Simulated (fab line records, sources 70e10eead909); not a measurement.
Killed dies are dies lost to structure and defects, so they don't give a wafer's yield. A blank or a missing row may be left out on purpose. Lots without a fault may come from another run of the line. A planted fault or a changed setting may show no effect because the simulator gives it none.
Problem report in the 8D (eight disciplines) form, filled by code | flow nand_harc | the parts of the form that need people (team, actions taken, sign-off) are left out

1. THE PROBLEM
heater_power_total_W at NHARC_A_M1_SOFTBAKE_04 reads a mean of 184.03 W on 6 wafers of 2 lots; wafers without a fault read 188.47 W with a standard deviation of 0.14. That is -32 standard deviations from the usual mean.
The step: time 55 s.
First seen on wafer L539.1, day 28 14:00, on litho_track-06. The record holds 39 wafers of 13 lots with a number at this step. Rule for "out", or "out of limits": more than 4 standard deviations from the usual mean. The other wafers with a number count as sound.

2. WHAT IT IS AND WHAT IT IS NOT
question                    | is                                 | is not
which readings at this step | heater_power_total_W, plate_temp_C | -
which lots                  | L538, L539                         | L526, L528, L529, L531, L532, L534, L535, L536, L537, L547, L548
which wafers of those lots  | all that have a number             | -
read on which tools         | litho_track-06                     | litho_track-01, litho_track-04
when                        | from day 28 14:00                  | up to then (27 sound wafers); but 6 sound wafers of L547, L548 came after

3. SUSPECTS, AND WHAT RULES EACH OUT
Counting: a tool at a process step up to the reading stays a suspect if it ran every lot that is out and no sound lot after the first of them.
- litho_track-06 at NHARC_A_M1_SOFTBAKE_04 (time 55 s): kept. It ran every lot that is out, first L539 (day 28 14:00), and no sound lot after that; its last sound lot up to then is L537 (day 27 15:00). Its own readings are out on those wafers: heater_power_total_W, plate_temp_C.
Left after counting: litho_track-06 at NHARC_A_M1_SOFTBAKE_04.

4. THE CAUSE (what the simulator had put in)
Process parameter drift: litho_track-06, from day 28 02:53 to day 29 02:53, at NHARC_A_M1_SOFTBAKE_04. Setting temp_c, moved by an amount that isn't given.
Counting left only this tool.

5. THE CHAIN OF EFFECTS, in route order
Each row: a reading whose mean over the struck wafers that have a number lies more than 3 standard deviations from the usual. Only readings for which the record gives a usual standard deviation are gone through. hours: the time from each lot's start at the first step in this table that gives one to its start at this step, as a median over the lots. sigmas: the change in usual standard deviations.
hours | step                   | reading              | usual    | on struck wafers | change | sigmas
0     | NHARC_A_M1_SOFTBAKE_04 | heater_power_total_W | 188.47 W | 184.03           | -4.44  | -32
0     | NHARC_A_M1_SOFTBAKE_04 | plate_temp_C         | 105.02 C | 103.15           | -1.87  | -14
The process steps in it:
- NHARC_A_M1_SOFTBAKE_04: time 55 s.
Later measuring or inspecting steps at which every struck wafer that the step has a row for has a number for every such reading, and none has moved that far: NHARC_A_M1_OVL_MEAS_10.

6. WHAT WOULD HAVE CAUGHT IT SOONER
In this record the first reading out of limits was taken at day 28 14:00, 11 hours after the fault began at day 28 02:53.
